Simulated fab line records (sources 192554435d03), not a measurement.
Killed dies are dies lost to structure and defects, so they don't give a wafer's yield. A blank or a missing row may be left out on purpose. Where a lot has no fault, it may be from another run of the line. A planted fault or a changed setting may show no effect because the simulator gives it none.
Matching of chambers    flow n5 finfet    N5_BEOL_M3_PECVD_72 on pecvd-03 has 3 sister chambers
The step deposits SiO2 from TEOS/O2, target thk 16 nm, time 18 s. 18 wafers are shown with their chamber, then 9 later ones without.

## EACH WAFER AND ITS CHAMBER
wafer   chamber  throttle valve pct (%)  showerhead plenum p Torr (Torr)  heater power w (W)
L074.3  1        22.1                    8.86                             737
L074.4  0        22.1                    8.86                             685
L074.5  1        22.0                    8.85                             690
L077.1  1        22.0                    8.86                             610
L077.2  0        22.2                    8.87                             637
L077.5  0        22.4                    8.87                             630
L078.1  0        22.1                    8.85                             554
L078.3  1        22.0                    8.85                             704
L078.4  0        22.1                    8.87                             563
L084.3  1        22.3                    8.88                             629
L084.5  2        20.7                    8.73                             872
L084.6  0        22.4                    8.85                             670
L090.2  2        20.6                    8.73                             927
L090.4  0        22.4                    8.83                             654
L090.5  1        22.0                    8.85                             638
L091.1  2        20.8                    8.75                             863
L091.3  1        21.9                    8.85                             729
L091.4  0        22.4                    8.87                             658

SIGNATURES (averages over the wafers above)
reading                   chamber 0  chamber 1  chamber 2  scatter within a chamber
throttle valve pct        22.262     22.043     20.700     0.136
showerhead plenum p Torr  8.8587     8.8571     8.7367     0.0129
heater power w            631.38     676.71     887.33     47.7
Rule: a wafer lies at a distance from a chamber equal to the root of the sum of squares, over the readings, of (its reading less the chamber's mean, divided by the reading's scatter). If the next closest chamber is less than 2 further off than the closest, the wafer can't be placed; otherwise it belongs to the closest. The scatter: the root of (the sum of the squares of (reading less its chamber's mean) over the shown wafers, divided by (wafers less chambers)).

## WAFERS WHOSE CHAMBER IS MISSING
wafer   throttle valve pct (%)  showerhead plenum p Torr (Torr)  heater power w (W)
L093.3  22.7                    8.86                             608
L093.5  20.7                    8.74                             815
L093.6  22.4                    8.87                             607
L079.1  21.2                    8.74                             866
L079.2  22.3                    8.85                             676
L079.6  20.8                    8.77                             894
L096.1  21.3                    8.77                             762
L096.3  22.2                    8.85                             722
L096.6  22.3                    8.86                             718

## THE CHAMBER EACH PASSED THROUGH
wafer   from the rows above      in truth
L093.3  can't be placed: 0 or 1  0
L093.5  2                        2
L093.6  can't be placed: 0 or 1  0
L079.1  2                        2
L079.2  can't be placed: 0 or 1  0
L079.6  2                        2
L096.1  2                        2
L096.3  can't be placed: 1 or 0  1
L096.6  can't be placed: 0 or 1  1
Correct placement for 4 of the 9. Cannot be placed on the basis of these rows: 5; the candidates contain the true chamber in 5. Placed wrongly: 0.
